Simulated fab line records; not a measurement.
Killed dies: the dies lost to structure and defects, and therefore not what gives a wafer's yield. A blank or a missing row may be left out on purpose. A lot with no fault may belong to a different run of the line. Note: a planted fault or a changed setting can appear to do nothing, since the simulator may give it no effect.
fab line records | flow n5-finfet
[record] lots = 4 | wafers = 12 | last-day = 16
route steps=1938 shown MOL_CONTACT_COAG@583 BEOL_M4@1111
lots with no fault: from the same line, run without faults
start-h: the number of hours between the record's first day and the start of the first shown wafer of the lot | wait-h: hours since the lot's step before | " unchanged from the row above | L1.1+2: one row covering several wafers at once | - either no value or no given start | * or withheld: withheld | < > ~ a bound
route shown NAME@n: NAME is a module with steps in the file, n the number in the route of the first one | usual: mean/standard deviation of fault-free wafers | same: alike in all rows | chamber/n: place in a boat | sites: each site's reading | _std_site: standard deviation across them | _edge_site: outer sites' mean less inner sites' | radius-mm: how far each site lies from the wafer's centre | mask NAME#n: copy n | behind: the tool/chamber that last shaped the wafer | hold: why the lot went on hold/how many hours it stayed there/how the hold came to an end | device: transistor that didn't switch, given as n, p or np | end of line: tests of these same wafers at the route's end | a step with no rows: only its recipe | killed: at the first sort, the dies lost to defects and structure; wafer yield is something else | map: per-die view of a wafer (x killed, . not killed, _ where there is no die)
set.NAME: setting as actually run; set.NAME@STEP: the setting as run at that earlier step | model.NAME: the simulator's own value behind a step, which no gauge read
lots at some steps of the route; a table a step, a row a wafer
services: from which hour (start-h, from the record's first day; less than 0 if before it) a tool's chamber was out of use, for how many hours, and why
[[steps]]
[step N5_MOL_CONTACT_COAG_STRIP_93]
[recipe] chemistry = N2/H2 | temp-c = 40 | n2-flow-sccm = 200 | h2-flow-sccm = 200 | rf-frequency-hz = 6e+07
[step N5_MOL_CONTACT_COAG_ETCHBACK_135]
[recipe] chemistry = CHF3 | target = SiO2 | target-depth-a = 250 | time-s = 16.7 | ion-energy-ev = 200 | pressure-mtorr = 30 | source-w = 610 | bias-w = 170 | Ar_flow_sccm = 200 | CHF3_flow_sccm = 50
[step N5_MOL_CONTACT_COAG_STRIP_118]
[recipe] chemistry = CHF3 | resist = SiARC | rf-frequency-hz = 6e+07
[step N5_MOL_CONTACT_COAG_VIA_ETCH_46]
[recipe] chemistry = C4F6/O2 | target-depth-a = 460 | overetch-a = 92 | mask-material = SOC | target = SiO2 | bias-w = 455 | pressure-mtorr = 10 | time-s = 40 | source-w = 325 | Ar_flow_sccm = 300 | C4F6_flow_sccm = 10 | O2_flow_sccm = 10 | ion-energy-ev = 575.3 | ends = end-point
[step N5_MOL_CONTACT_COAG_STRIP_96]
[recipe] chemistry = N2/H2 | power-w = 500 | temp-c = 40 | pressure-mtorr = 50 | rf-frequency-hz = 6e+07 | overash-fraction = 0.3 | bias-power-w = 28 | h2-frac = 0.5 | n2-flow-sccm = 300 | h2-flow-sccm = 300
[step N5_MOL_CONTACT_COAG_ETCH_47]
[recipe] chemistry = CH3F/O2 | target = SiNx | target-depth-a = 270 | mask-material = SiO2 | stop-on = W | over-etch-frac = 0.2 | ion-energy-ev = 120 | endpoint = OES-CN | pressure-mtorr = 30 | source-w = 395 | bias-w = 73 | Ar_flow_sccm = 150 | CH3F_flow_sccm = 30 | O2_flow_sccm = 20 | ends = end-point
[step N5_MOL_CONTACT_COAG_STRIP_119]
[recipe] chemistry = N2/H2 | time-s = 30 | power-w = 1000 | temp-c = 250 | pressure-mtorr = withheld | n2-flow-sccm = 1750 | h2-flow-sccm = 3250
[step N5_MOL_CONTACT_COAG_PRECLEAN_144]
[recipe] chemistry = alkaline-clean | temp-c = 60 | time-s = 60 | do-ppb = 50
[step N5_MOL_CONTACT_COAG_SRD_145]
[recipe] dry = ipa-marangoni | time-s = 30 | temp-c = 23 | rinse-liquid = diw
[step N5_MOL_CONTACT_COAG_COAT_62]
[recipe] resist = SOC | temp-c = 250 | time-s = 60 | spin-rpm = 1500 | resist-thk-nm = 60
[step N5_MOL_CONTACT_COAG_COAT_63]
[recipe] resist = SiARC | temp-c = 220 | time-s = 60 | spin-rpm = 1500 | resist-thk-nm = 10
[step N5_MOL_CONTACT_COAG_COAT_64]
[recipe] resist = underlayer | temp-c = 205 | time-s = 60 | spin-rpm = 1500 | resist-thk-nm = 10
[usual] dispense-pressure-kPa = 46.6/3 | resist-line-temp-C = 23.03/0.099 | spin-speed-rpm = 1499.9/1.1
lot.wafer | tool           | chamber | start-h | wait-h | dispense-pressure-kPa | resist-line-temp-C | spin-speed-rpm
L994.3    | litho-track-01 | 0       | 111.16  | -      | 44.1                  | 22.87              | 1499.7
L994.4    | "              | 0       | "       | "      | 44.1                  | 23.12              | 1498.5
L994.6    | "              | 0       | "       | "      | 44.1                  | 22.96              | 1499.1
L999.1    | litho-track-01 | 0       | 139.80  | -      | 44.1                  | 22.87              | 1580.3
L999.3    | "              | 0       | "       | "      | 44.1                  | 23.00              | 1582.6
L999.4    | "              | 0       | "       | "      | 44.1                  | 23.03              | 1580.8
L100.4    | litho-track-01 | 0       | 143.21  | -      | 44.1                  | 23.18              | 1580.5
L100.5    | "              | 0       | "       | "      | 44.1                  | 22.98              | 1580.0
L100.6    | "              | 0       | "       | "      | 44.1                  | 23.20              | 1579.1
L113.4    | litho-track-04 | 0       | 220.08  | -      | 51.2                  | 23.21              | 1500.7
L113.5    | "              | 0       | "       | "      | 51.2                  | 23.24              | 1499.2
L113.6    | "              | 0       | "       | "      | 51.2                  | 23.09              | 1500.1
[step N5_MOL_CONTACT_COAG_COAT_34]
[recipe] resist = CAR-EUV | spin-rpm = 1500 | resist-thk-nm = 40
[step N5_MOL_CONTACT_COAG_EBR_36]
[recipe] solvent = PGMEA | ebr-width-mm = 1.5
[step N5_MOL_CONTACT_COAG_SOFTBAKE_35]
[recipe] temp-c = 110 | time-s = 60 | resist = CAR-EUV
[step N5_MOL_CONTACT_COAG_EXPOSE_37]
[recipe] mask-id = VD | na = 0.33 | source-shape = annular | sigma-inner = 0.3 | sigma-outer = 0.7 | polarization = unpolarized | defocus-nm = 0 | dose-mj = 62
[step N5_MOL_CONTACT_COAG_PEB_38]
[recipe] peb-temp-c = 100 | peb-time-s = 60 | resist = CAR-EUV
[step N5_MOL_CONTACT_COAG_DEVELOP_39]
[recipe] develop-time-s = 30 | developer = TMAH | resist = CAR-EUV | rinse-liquid = surfactant-rinse | dry = air-spin | dev-temp-c = 23
[step N5_MOL_CONTACT_COAG_DESCUM_45]
[recipe] chemistry = O2 | time-s = 7 | source-power-w = 50 | bias-power-w = 20 | pressure-mtorr = 20 | rf-frequency-hz = 2.712e+07 | temp-c = 40 | resist = CAR-EUV | o2-flow-sccm = 225
[step N5_MOL_CONTACT_COAG_ETCH_65]
[recipe] chemistry = N2/H2 | target = underlayer | target-depth-a = 130 | mask-material = CAR-EUV | time-s = 10.4 | ion-energy-ev = 200 | pressure-mtorr = 30 | source-w = 840 | bias-w = 150 | n2-flow-sccm = 200 | h2-flow-sccm = 200 | ends = cleared
[usual] bias-w = 150.0/0.45 | drypump-motor-current-A = 5.8/0.48 | etch-rf-on-time-s = 10.33/0.12 | h2-flow-sccm = 200.0/0.55 | n2-flow-sccm = 200.0/0.65 | oes-product-au = 0.67/0.066 | rf-vpp-V = 524.5/3 | showerhead-plenum-p-Torr = 2.57/0.1 | throttle-valve-pct = 17.88/0.26
lot.wafer | tool        | chamber | start-h | wait-h | bias-w | drypump-motor-current-A | etch-rf-on-time-s | h2-flow-sccm | n2-flow-sccm | oes-product-au | rf-hours-counter-h | rf-vpp-V | showerhead-plenum-p-Torr | throttle-valve-pct | model.CAR-EUV_of_MOL_CONTACT_COAG_COAT_34.thk-nm | model.etch.depth-nm
L994.3    | rie-diel-06 | 1       | 111.82  | 0.0    | 150.3  | 5.0                     | 10.67             | 199.6        | 199.6        | 0.57           | 254                | 523.7    | 2.49                     | 17.95              | 24.6                                             | 9.984
L994.4    | "           | 3       | "       | "      | 150.0  | 6.4                     | 10.46             | 201.0        | 200.3        | 0.67           | -                  | 524.4    | 2.57                     | 18.23              | 24.6                                             | 9.965
L994.6    | "           | 2       | "       | "      | 150.2  | 5.5                     | 10.36             | 200.2        | 200.5        | 0.64           | -                  | 526.6    | 2.65                     | 18.19              | 24.8                                             | 10.02
L999.1    | rie-diel-02 | 0       | 140.40  | 0.0    | 150.2  | 5.5                     | 10.15             | 200.2        | 199.7        | 0.59           | 239                | 520.2    | 2.40                     | 17.91              | 25                                               | 9.81
L999.3    | "           | 1       | "       | "      | 149.8  | 6.5                     | 9.98              | 199.8        | 200.8        | 0.62           | 207                | 525.2    | 2.63                     | 18.01              | 24.8                                             | 9.786
L999.4    | "           | 3       | "       | "      | 149.6  | 5.9                     | 9.89              | 200.4        | 199.3        | 0.67           | 122                | 522.5    | 2.45                     | 17.62              | 25                                               | 9.79
L100.4    | rie-diel-02 | 3       | 143.77  | 0.0    | 150.5  | 5.9                     | 10.12             | 200.4        | 199.6        | 0.65           | 123                | 520.5    | 2.45                     | 17.60              | 24.8                                             | 9.757
L100.5    | "           | 3       | "       | "      | 150.3  | 5.9                     | 10.03             | 200.5        | 199.3        | 0.66           | -                  | 522.1    | 2.45                     | 17.61              | 25                                               | 9.801
L100.6    | "           | 0       | "       | "      | 149.8  | 5.5                     | 10.25             | 199.6        | 199.5        | 0.59           | -                  | 519.5    | 2.40                     | 17.90              | 24.8                                             | 9.784
L113.4    | rie-diel-06 | 1       | 220.51  | 0.0    | 150.0  | 5.0                     | 10.50             | 199.5        | 200.2        | 0.74           | 30                 | 522.3    | 2.48                     | 17.55              | 24.8                                             | 9.999
L113.5    | "           | 1       | "       | "      | 150.5  | 5.0                     | 10.35             | 199.2        | 200.6        | 0.75           | -                  | 523.3    | 2.48                     | 17.54              | 24.8                                             | 9.961
L113.6    | "           | 2       | "       | "      | 149.5  | 5.5                     | 10.14             | 200.6        | 199.7        | 0.63           | -                  | 527.5    | 2.63                     | 18.27              | 24.6                                             | 9.97
[step N5_MOL_CONTACT_COAG_ETCH_66]
[recipe] chemistry = CF4 | target = SiARC | target-depth-a = 130 | mask-material = CAR-EUV | time-s = 21.7 | ion-energy-ev = 80 | pressure-mtorr = 40 | source-w = 545 | bias-w = 36 | Ar_flow_sccm = 100 | cf4-flow-sccm = 100 | ends = cleared
[usual] bias-w = 36.00/0.11 | drypump-motor-current-A = 5.8/0.48 | etch-rf-on-time-s = 21.60/0.29 | mfc-ar-sccm = 99.94/0.3 | oes-product-au = 0.67/0.067 | rf-vpp-V = 184.2/1.3 | showerhead-plenum-p-Torr = 2.16/0.078 | throttle-valve-pct = 15.62/0.23
lot.wafer | tool        | chamber | start-h | wait-h | bias-w | drypump-motor-current-A | etch-rf-on-time-s | mfc-ar-sccm | oes-product-au | rf-hours-counter-h | rf-vpp-V | showerhead-plenum-p-Torr | throttle-valve-pct | model.CAR-EUV_of_MOL_CONTACT_COAG_COAT_34.thk-nm
L994.3    | rie-diel-06 | 1       | 111.84  | 0.0    | 35.78  | 5.0                     | 22.26             | 100.14      | 0.56           | 254                | 182.9    | 2.11                     | 15.86              | 17
L994.4    | "           | 3       | "       | "      | 36.05  | 6.4                     | 21.73             | 100.28      | 0.67           | -                  | 185.2    | 2.16                     | 15.82              | 17
L994.6    | "           | 2       | "       | "      | 35.77  | 5.4                     | 21.28             | 99.86       | 0.65           | -                  | 184.6    | 2.22                     | 15.92              | 17
L999.1    | rie-diel-02 | 0       | 140.42  | 0.0    | 35.81  | 5.5                     | 21.72             | 99.95       | 0.59           | 239                | 183.0    | 2.03                     | 15.63              | 17.2
L999.3    | "           | 1       | "       | "      | 36.14  | 6.5                     | 21.42             | 99.93       | 0.61           | 207                | 184.3    | 2.20                     | 15.67              | 17.2
L999.4    | "           | 3       | "       | "      | 36.05  | 5.9                     | 21.62             | 100.55      | 0.66           | 122                | 183.7    | 2.07                     | 15.44              | 17.2
L100.4    | rie-diel-02 | 3       | 143.79  | 0.0    | 36.18  | 5.9                     | 21.50             | 99.63       | 0.65           | 123                | 181.9    | 2.07                     | 15.44              | 17.2
L100.5    | "           | 3       | "       | "      | 36.14  | 5.9                     | 21.53             | 99.98       | 0.66           | -                  | 183.3    | 2.07                     | 15.46              | 17.2
L100.6    | "           | 0       | "       | "      | 36.16  | 5.5                     | 21.79             | 99.29       | 0.58           | -                  | 181.5    | 2.03                     | 15.64              | 17
L113.4    | rie-diel-06 | 1       | 220.53  | 0.0    | 35.75  | 5.0                     | 21.90             | 100.00      | 0.74           | 30                 | 183.3    | 2.10                     | 15.38              | 17.2
L113.5    | "           | 1       | "       | "      | 35.81  | 5.0                     | 21.79             | 99.62       | 0.76           | -                  | 182.4    | 2.10                     | 15.39              | 17
L113.6    | "           | 2       | "       | "      | 35.96  | 5.4                     | 21.39             | 99.54       | 0.63           | -                  | 185.6    | 2.21                     | 15.99              | 17
[step N5_MOL_CONTACT_COAG_ALD_133]
[recipe] material = SiO2 | target-thk-a = 50 | temp-c = 100 | ald-precursor-family = BDEAS | ald-co-reactant = O2-plasma | pulse-time-s = 1 | co-reactant-pulse-time-s = 1 | purge-time-s = 2 | co-reactant-purge-time-s = 2 | ald-cycles = 35 | pressure-torr = 2
[step N5_BEOL_M4_RC_MEAS_101]
[usual] DIBL_N = 36.5/1.4 | DIBL_P = 36.6/1.6 | IOFF_N = 0.160/0.024 | IOFF_P = 0.217/0.029 | ION_N = 674/8.7 | ION_P = 464/6.5 | SS_N = 71.6/0.47 | SS_P = 73.4/0.57 | VT_N = 250.0/2.5 | VT_P = -250/3.1
lot.wafer | tool      | chamber | start-h | wait-h | DIBL_N[mV/V] | DIBL_P[mV/V] | IOFF_N[nA/um] | IOFF_P[nA/um] | ION_N[uA/um] | ION_P[uA/um] | SS_N[mV/dec] | SS_P[mV/dec] | VT_N[mV] | VT_P[mV]
L994.3    | prober-02 | 0       | 174.38  | 0.3    | 33.7         | 35.3         | 0.136         | 0.191         | 658          | 461          | 71.6         | 73.3         | 250.9    | -249
L994.4    | "         | 0       | "       | "      | 35.1         | 36.5         | 0.151         | 0.205         | 681          | 473          | 72.4         | 73.4         | 251.0    | -249
L994.6    | "         | 0       | "       | "      | 32.8         | 33.8         | 0.116         | 0.167         | 668          | 465          | 71.3         | 72.4         | 256.0    | -254
L999.1    | prober-01 | 0       | 212.81  | 0.0    | 38.4         | 38.6         | 0.199         | 0.267         | 691          | 474          | 71.7         | 73.6         | 247.0    | -245
L999.3    | "         | 0       | "       | "      | 35.3         | 34.4         | 0.143         | 0.201         | 674          | 467          | 71.5         | 72.9         | 249.6    | -248
L999.4    | "         | 0       | "       | "      | 37.0         | 36.6         | 0.163         | 0.229         | 667          | 465          | 71.8         | 73.7         | 250.6    | -246
L100.4    | prober-01 | 0       | 216.48  | 0.5    | 38.5         | 37.2         | 0.182         | 0.244         | 677          | 469          | 72.0         | 73.7         | 246.1    | -248
L100.5    | "         | 0       | "       | "      | 38.2         | 38.1         | 0.179         | 0.262         | 672          | 468          | 72.0         | 73.8         | 250.8    | -248
L100.6    | "         | 0       | "       | "      | 34.9         | 32.6         | 0.116         | 0.173         | 658          | 464          | 71.0         | 72.9         | 254.1    | -251
L113.4    | prober-01 | 0       | 294.96  | 0.5    | 40.2         | 40.2         | 0.245         | 0.299         | 693          | 473          | 72.9         | 73.9         | 247.0    | -244
L113.5    | "         | 0       | "       | "      | 37.1         | 36.3         | 0.162         | 0.221         | 674          | 467          | 71.8         | 73.0         | 251.0    | -250
L113.6    | "         | 0       | "       | "      | 36.4         | 36.4         | 0.159         | 0.221         | 679          | 467          | 71.3         | 73.8         | 249.7    | -247
[[services]]
tool           | chamber | start-h | hours | kind
litho-track-04 | -       | 102.89  | -     | consumable-replace:filter
rie-diel-06    | 1       | 112.08  | -     | clean
rie-diel-06    | 1       | 112.08  | -     | consumable-replace:focus-ring
rie-diel-06    | 1       | 112.08  | 16.5  | scheduled-down
rie-diel-06    | 1       | 112.08  | 16.5  | vent-cycle
rie-diel-06    | -       | 152.14  | 4.3   | pm
rie-diel-02    | -       | 161.27  | 0.4   | repair
rie-diel-02    | 0       | 168.03  | -     | clean
rie-diel-02    | 0       | 168.03  | -     | consumable-replace:focus-ring
rie-diel-02    | 0       | 168.03  | -     | consumable-replace:showerhead
rie-diel-02    | 0       | 168.03  | 16.3  | scheduled-down
rie-diel-02    | 0       | 168.03  | 16.3  | vent-cycle
rie-diel-02    | 1       | 195.81  | 5.5   | repair
rie-diel-02    | 3       | 198.03  | 6.0   | repair
[[key]]
[first-sign] step = N5_MOL_CONTACT_COAG_COAT_64 | reading = spin-speed-rpm | direction = up | sigmas = 71 | usual = * | struck = *
effect none on later readings
[model-effect] step = N5_MOL_CONTACT_COAG_ETCH_65 | value = CAR-EUV_of_MOL_CONTACT_COAG_COAT_34.thk-nm | without = 24.53 | struck = 24.9
[model-effect] step = N5_MOL_CONTACT_COAG_ETCH_66 | value = CAR-EUV_of_MOL_CONTACT_COAG_COAT_34.thk-nm | without = 16.9 | struck = 17.17
met-at N5_MOL_CONTACT_COAG_COAT_64
struck-wafers L999.1,L999.3,L999.4,L100.4,L100.5,L100.6
onset-between 111.16 139.80
[fault] kind = process-parameter-drift | tool = litho-track-01 | chamber = - | onset-h = 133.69 | steps = N5_MOL_CONTACT_COAG_COAT_64 | channel = spin-rpm | offset = * | shape = step | end-h = 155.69 | acts-in = * | stated = *
